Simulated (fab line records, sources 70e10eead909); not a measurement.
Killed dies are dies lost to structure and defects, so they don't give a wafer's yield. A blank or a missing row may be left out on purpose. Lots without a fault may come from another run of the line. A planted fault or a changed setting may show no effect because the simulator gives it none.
Which tool did it? | flow nand_harc | 14 lots, 42 wafers sampled, at 4 steps of a route of 1302

WHAT THE GAUGES READ, wafer by wafer
NHARC_END_SORT_01.
lot  | measured     | on        | killed_at_array | killed_at_other | killed_at_periphery | killed_dies | killed_open | killed_short
L884 | day 29 12:00 | prober-01 | 673 673 674     | 0 0 0           | 4 4 3               | 677 677 677 | 2 6 5       | 0 3 2
L885 | day 29 20:11 | prober-01 | 671 672 672     | 2 0 2           | 4 5 3               | 677 677 677 | 5 3 3       | 3 1 1

WHICH TOOL RAN EACH LOT (tool, then ch and the chambers of the sampled wafers, then the start)
lot  | NHARC_A_CHANNEL_FILL_D1_ALD_02   | NHARC_A_CHANNEL_FILL_D1_ALD_25   | NHARC_A_ONON_D2_DEP_03
L873 | ald_hk-02 ch 2,3, day 8 16:03    | ald_hk-02 ch 1,2, day 10 01:20   | pecvd_onon-01 ch 0, day 12 02:30
L876 | ald_hk-02 ch 1,3, day 9 23:55    | ald_hk-03 ch 0,1,3, day 11 15:09 | pecvd_onon-01 ch 0, day 13 10:43
L878 | ald_hk-02 ch 0,2,3, day 10 21:10 | ald_hk-03 ch 0,1,3, day 12 11:38 | pecvd_onon-04 ch 0, day 14 15:07
L880 | ald_hk-02 ch 0,3, day 11 16:39   | ald_hk-03 ch 0,1,3, day 13 06:05 | pecvd_onon-01 ch 0, day 15 04:01
L881 | ald_hk-04 ch 0,1, day 12 02:38   | ald_hk-02 ch 1,2,3, day 13 16:35 | pecvd_onon-01 ch 0, day 15 19:47
L882 | ald_hk-02 ch 0,2, day 12 13:13   | ald_hk-02 ch 1,2, day 14 02:38   | pecvd_onon-03 ch 0, day 16 02:31
L884 | ald_hk-03 ch 2,3, day 13 12:19   | ald_hk-02 ch 1,2, day 15 00:17   | pecvd_onon-03, day 17 02:20
L885 | ald_hk-03 ch 0,1,2, day 13 20:53 | ald_hk-04 ch 0,1,2, day 15 09:56 | pecvd_onon-01, day 17 10:04
L886 | ald_hk-04 ch 0,2,3, day 13 21:40 | ald_hk-03 ch 0,1,2, day 15 09:57 | pecvd_onon-03 ch 0, day 17 10:05
L892 | ald_hk-04 ch 0,2,3, day 16 13:23 | ald_hk-03 ch 0,3, day 18 03:53   | pecvd_onon-03 ch 0, day 19 22:06
L893 | ald_hk-04 ch 0,1,3, day 17 03:40 | ald_hk-02 ch 0,2,3, day 18 16:02 | pecvd_onon-03 ch 0, day 20 11:53
L894 | ald_hk-02 ch 0,2,3, day 17 15:50 | ald_hk-03 ch 0,3, day 19 04:17   | pecvd_onon-03 ch 0, day 21 01:55
L895 | ald_hk-03 ch 1,2,3, day 17 22:46 | ald_hk-04 ch 0,2,3, day 19 12:23 | pecvd_onon-03 ch 0, day 21 07:44
L896 | ald_hk-02 ch 1,2,3, day 18 08:14 | ald_hk-03 ch 2,3, day 19 21:02   | pecvd_onon-03 ch 0, day 21 18:55
- NHARC_A_CHANNEL_FILL_D1_ALD_02: deposits SiO2, target thk 6 nm, pulse time 10 s, ald cycles 60.
- NHARC_A_CHANNEL_FILL_D1_ALD_25: deposits SiOx, target thk 60 nm, pulse time 10 s, ald cycles 600.
- NHARC_A_ONON_D2_DEP_03: target thk 1000 nm.

WHAT THE TOOLS THEMSELVES READ (means of the sampled wafers that have a number; where no wafer has one, the mark that the record gives instead)
NHARC_A_CHANNEL_FILL_D1_ALD_02.
lot  | tool      | heater_power_w (W) | precursor_pulse_height_rel
L873 | ald_hk-02 | 482                | 0.986
L876 | ald_hk-02 | 451                | 1.006
L878 | ald_hk-02 | 478                | 1.023
L880 | ald_hk-02 | 459                | 0.991
L881 | ald_hk-04 | 428                | 1.003
L882 | ald_hk-02 | 511                | 1.000
L884 | ald_hk-03 | 542                | 0.996
L885 | ald_hk-03 | 522                | 1.014
L886 | ald_hk-04 | 475                | 1.003
L892 | ald_hk-04 | 479                | 0.988
L893 | ald_hk-04 | 460                | 0.995
L894 | ald_hk-02 | 488                | 1.006
L895 | ald_hk-03 | 512                | 0.990
L896 | ald_hk-02 | 493                | 0.983

NHARC_A_CHANNEL_FILL_D1_ALD_25.
lot  | tool      | heater_power_w (W) | precursor_pulse_height_rel
L873 | ald_hk-02 | 481                | 0.992
L876 | ald_hk-03 | 549                | 1.014
L878 | ald_hk-03 | 548                | 0.986
L880 | ald_hk-03 | 553                | 1.001
L881 | ald_hk-02 | 486                | 1.003
L882 | ald_hk-02 | 482                | 1.005
L884 | ald_hk-02 | 505                | 1.001
L885 | ald_hk-04 | 454                | 1.008
L886 | ald_hk-03 | 519                | 0.994
L892 | ald_hk-03 | 552                | 1.009
L893 | ald_hk-02 | 490                | 1.007
L894 | ald_hk-03 | 554                | 1.005
L895 | ald_hk-04 | 483                | 1.008
L896 | ald_hk-03 | 520                | 0.993

NHARC_A_ONON_D2_DEP_03.
lot  | tool          | n2_flow_sccm (sccm) | n2o_flow_sccm (sccm)
L873 | pecvd_onon-01 | 2751                | 2004
L876 | pecvd_onon-01 | 2751                | 1995
L878 | pecvd_onon-04 | 2749                | 1995
L880 | pecvd_onon-01 | 2747                | 2004
L881 | pecvd_onon-01 | 2747                | 1993
L882 | pecvd_onon-03 | 2746                | 2003
L884 | pecvd_onon-03 | -                   | -
L885 | pecvd_onon-01 | -                   | -
L886 | pecvd_onon-03 | 2750                | 1999
L892 | pecvd_onon-03 | 2747                | 2001
L893 | pecvd_onon-03 | 2749                | 1995
L894 | pecvd_onon-03 | 2757                | 1991
L895 | pecvd_onon-03 | 2744                | 2010
L896 | pecvd_onon-03 | 2736                | 2001

THE ANSWER, worked out from the rows above alone
Rule: what is usual is taken from the lots themselves. Put in order of their means at a reading, lots are off if they are a third of the lots or fewer, leave a main group of 4 or more, and stand apart from it by a gap of 3 or more times the standard deviation of the main group's means; of several such gaps the widest counts. A main group whose means are all the same, to the digits that the tables above print for the reading, isn't used. A lot without any number at a reading at which 4 lots or more have one is off too. The other lots that the step has rows for count as sound. The gauges are gone through in route order, then the tools' own readings, and for those a lot's mean is taken as printed above. The first step at which some lot is off is used, and at that step the reading that is off furthest; a lot without a number counts as furthest.
Off: L884, L885, at NHARC_A_ONON_D2_DEP_03 (n2_flow_sccm). Without a number there: L884, L885. The main group: mean 2748 sccm, standard deviation 4.8.
A tool fits if, at that step or a process step before it, it ran every lot that is off, and no sound lot after the first of them. None of those tried fits.

WHAT THE SIMULATOR HAD PUT IN
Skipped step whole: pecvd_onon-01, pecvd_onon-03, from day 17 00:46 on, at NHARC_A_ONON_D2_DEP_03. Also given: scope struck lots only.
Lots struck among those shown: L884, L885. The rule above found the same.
